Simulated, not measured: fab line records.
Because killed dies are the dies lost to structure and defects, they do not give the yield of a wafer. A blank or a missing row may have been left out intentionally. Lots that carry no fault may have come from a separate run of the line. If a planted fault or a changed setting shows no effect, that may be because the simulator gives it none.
Lot-split experiment    flow n5Finfet    21 wafers read from 7 lots, route of 1938 steps

THE SPLIT ITSELF
At N5_SD_EPI_N_EPI_21 (deposits Si:P, time 690 s), the setting timeS was moved away from the recipe's 690 s on 11 of the 21 wafers read, by -18.8% to +10.5%. This setting was run at the recipe's value on the other wafers.

FROM THE SPLIT TO THE READING: what the file shows between them, 10 steps
- N5_SD_EPI_N_EPI_MEAS_23
- N5_SD_EPI_P_COAT_34: time 60 s, resist thk 350 nm (also split here: spinRpm)
- N5_SD_EPI_P_COAT_35: time 60 s, resist thk 35 nm
- N5_SD_EPI_P_COAT_03: resist thk 150 nm
- N5_SD_EPI_P_EPI_21: deposits SiGe:B, time 355 s
- N5_SD_EPI_P_HM_STRIP_48: strips SiNx in H3PO4, material SiNx, target depth 3 nm
- N5_SD_EPI_P_SRD_49: time 30 s
- N5_SD_EPI_P_PRECLEAN_24: cleans in O3/DIW, time 45 s
- N5_SD_ACTIVATION_RTA_00: time 0 s
- N5_SD_ACTIVATION_LSA_01: time 0.0008 s

THE READING
At N5_SD_ACTIVATION_RS_MEAS_03, a four-point-probe measurement gives RS_SD_N in ohm/sq. Typical for fault-free wafers on this fab line: 21.9 ohm/sq, with standard deviation 0.3 ohm/sq.

wafer   tool, chamber at the split  timeS as run, s  against the recipe  RS_SD_N, ohm/sq  against lot-mates on the recipe
L074.3  epiRpcvd-02, 0              690              recipe              22.0             -
L074.4  epiRpcvd-02, 0              762.4            +10.5%              20.4             -1.7
L074.5  epiRpcvd-02, 0              690              recipe              22.1             -
L080.1  epiRpcvd-04, 0              745.3            +8.0%               20.6             -1.5
L080.2  epiRpcvd-04, 0              690              recipe              22.1             -
L080.3  epiRpcvd-04, 0              745.3            +8.0%               20.6             -1.5
L083.1  epiRpcvd-04, 0              690              recipe              21.8             -
L083.4  epiRpcvd-04, 0              690              recipe              21.9             -
L083.6  epiRpcvd-04, 0              690              recipe              21.8             -
L087.2  epiRpcvd-04, 0              690              recipe              22.1             -
L087.4  epiRpcvd-04, 0              743.9            +7.8%               20.8             -1.3
L087.6  epiRpcvd-04, 0              743.9            +7.8%               21.1             -1.0
L090.3  epiRpcvd-01, 0              560.2            -18.8%              24.8             no lot-mate on the recipe
L090.4  epiRpcvd-01, 0              560.2            -18.8%              24.8             no lot-mate on the recipe
L090.6  epiRpcvd-01, 0              560.2            -18.8%              25.3             no lot-mate on the recipe
L091.1  epiRpcvd-02, 0              638.6            -7.4%               22.9             +0.8
L091.5  epiRpcvd-02, 0              690              recipe              21.9             -
L091.6  epiRpcvd-02, 0              690              recipe              22.3             -
L094.1  epiRpcvd-04, 0              690              recipe              22.2             -
L094.3  epiRpcvd-04, 0              574              -16.8%              24.5             +2.3
L094.4  epiRpcvd-04, 0              574              -16.8%              24.4             +2.2

THE FIT
A straight line over all 21 wafers: RS_SD_N changes by -0.153 ohm/sq for each +1% of timeS; r = -0.99; the points scatter about the line by 0.19 ohm/sq.
The same after taking each lot's own level away (the mean of its wafers on the recipe; 18 wafers): -0.144 ohm/sq for each +1%; r = -0.99; scatter 0.16 ohm/sq.
That fit puts the effect of the largest move of timeS on the reading at 2.7 ohm/sq.
From 21.83 to 22.20 ohm/sq: that is the span of the lots' own levels, equal to 1.2 times the standard deviation above.
Hence the lot-to-lot level has little effect on the slope; both slopes agree.
Check: +2.35 ohm/sq against its lot-mates is what the line predicts for one of the wafers moved furthest among these (-16.8%) when that wafer is left out of the fit. Against them it came out at +2.3 ohm/sq.

OTHER SPLITS ON THESE WAFERS
These wafers also went through other splits before the reading. Each is held against what the fit with the lots' levels taken away leaves over:
other split on the same wafers  wafers away from the commonest value  r with RS_SD_N (lot level and that fit taken away)
N5_DUMMY_GATE_EXPOSE_12 doseMj  7                                     -0.30
N5_SD_EPI_P_COAT_34 spinRpm     5                                     -0.03

THE WHOLE CHAIN: every reading that the file lists as answering this split, in the file's order
step                         what it does                                            reading                                                                         change (the file's fit)                r (the file's)
N5_SD_EPI_N_EPI_21           deposits Si:P, time 690 s                               Si-P_of_SD_EPI_N_EPI_21.thkNm (the simulator's own value, which no gauge read)  +0.366 nm for each +1% of the setting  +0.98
N5_SD_EPI_N_EPI_MEAS_23                                                              thkNm                                                                           withheld for each +1% of the setting   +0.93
N5_SD_EPI_P_HM_STRIP_48      strips SiNx in H3PO4, material SiNx, target depth 3 nm  Si-P_of_SD_EPI_N_EPI_21.thkNm (the simulator's own value, which no gauge read)  +0.363 nm for each +1% of the setting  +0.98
N5_SD_ACTIVATION_RS_MEAS_03  measures by four-point-probe                            RS_SD_N                                                                         -0.143 for each +1% of the setting     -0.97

FILE'S OWN FIT
RS_SD_N changes by -0.143 ohm/sq for each +1% of timeS, r = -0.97.
